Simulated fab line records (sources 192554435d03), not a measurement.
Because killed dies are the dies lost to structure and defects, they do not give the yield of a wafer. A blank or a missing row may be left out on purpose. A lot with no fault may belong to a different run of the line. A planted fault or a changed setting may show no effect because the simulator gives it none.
Split-lot trial    flow n5 finfet    21 wafers read across 7 lots, on a route 1938 steps long

== SPLIT DETAILS ==
At N5_HKMG_FIN_COAT_06 (resist thk 90 nm), the setting spin rpm was moved away from the recipe's 1500 rpm on 5 of the 21 wafers read, by -10.7% to +7.4%. All remaining wafers had this setting at the recipe value.

Reading taken at the split's own step.

== THE READING ==
CAR-ArF_of_HKMG_FIN_COAT_06.thk nm (the simulator's own value, which no gauge read), in nm, at N5_HKMG_FIN_COAT_06 (resist thk 90 nm). The file does not state a usual value for it. Here, 16 wafers ran the recipe; their average is 90.1 nm with a standard deviation of 0.22 nm.

wafer   tool, chamber at the split  spin rpm as run, rpm  against the recipe  CAR-ArF_of_HKMG_FIN_COAT_06.thk nm, nm  against lot-mates on the recipe
L076.1  litho track-04, 0           1500                  recipe              90.2                                    -
L076.3  litho track-04, 0           1500                  recipe              90.2                                    -
L076.4  litho track-04, 0           1500                  recipe              90.2                                    -
L086.2  litho track-04, 0           1500                  recipe              89.8                                    -
L086.3  litho track-04, 0           1500                  recipe              90.2                                    -
L086.4  litho track-04, 0           1392                  -7.2%               93.6                                    +3.6
L087.1  litho track-02, 0           1500                  recipe              90.2                                    -
L087.2  litho track-02, 0           1500                  recipe              90.6                                    -
L087.6  litho track-02, 0           1500                  recipe              90                                      -
L089.1  litho track-05, 0           1428                  -4.8%               92.6                                    +2.6
L089.4  litho track-05, 0           1428                  -4.8%               92.6                                    +2.6
L089.5  litho track-05, 0           1500                  recipe              90                                      -
L090.2  litho track-04, 0           1500                  recipe              90                                      -
L090.5  litho track-04, 0           1500                  recipe              90                                      -
L090.4  litho track-04, 0           1340                  -10.7%              95.2                                    +5.2
L092.2  litho track-04, 0           1500                  recipe              89.6                                    -
L092.3  litho track-04, 0           1611                  +7.4%               86.4                                    -3.4
L092.4  litho track-04, 0           1500                  recipe              90                                      -
L094.1  litho track-04, 0           1500                  recipe              90.4                                    -
L094.5  litho track-04, 0           1500                  recipe              90.2                                    -
L094.6  litho track-04, 0           1500                  recipe              90.2                                    -

THE FIT
A straight line over all 21 wafers: CAR-ArF_of_HKMG_FIN_COAT_06.thk nm changes by -0.491 nm for each +1% of spin rpm; r = -0.99; the points scatter about the line by 0.21 nm.
The same after taking each lot's own level away (the mean of its wafers on the recipe; 21 wafers): -0.491 nm for each +1%; r = -1.00; scatter 0.17 nm.
That fit puts the effect of the largest move of spin rpm on the reading at 5.2 nm.
The span of the lots' own levels, 89.80 to 90.27 nm, comes to 2.1 times the standard deviation stated above.
The two slopes are in agreement: the lot-to-lot level therefore moves the slope only a little.
Check: for one of the wafers moved furthest among these (-10.7%), held out of the fit, the line's prediction against its lot-mates is +5.33 nm. It came out at +5.2 nm against them.

== THESE WAFERS: OTHER SPLITS ==
Other splits were also applied to these wafers ahead of the reading. Each is held against what the fit with the lots' levels taken away leaves over:
other split on the same wafers         wafers away from the commonest value  r with CAR-ArF_of_HKMG_FIN_COAT_06.thk nm (lot level and that fit taken away)
N5_ZERO_LAYER_PECVD_02 time s          8                                     -0.34
N5_FIN_SAQP_PECVD_06 time s            6                                     -0.18
N5_FIN_SAQP_EXPOSE_13 dose mj          9                                     -0.13
N5_FIN_CUT_COAT_19 spin rpm            9                                     +0.17
N5_SD_EPI_N_PEB_07 peb temp c          9                                     -0.05
N5_SD_EPI_N_DEVELOP_08 develop time s  6                                     +0.12
N5_SDB_ETCH_17 bias w                  5                                     +0.18

== THE FILE'S OWN FIT ==
CAR-ArF_of_HKMG_FIN_COAT_06.thk nm changes by -0.489 nm for each +1% of spin rpm, r = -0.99.
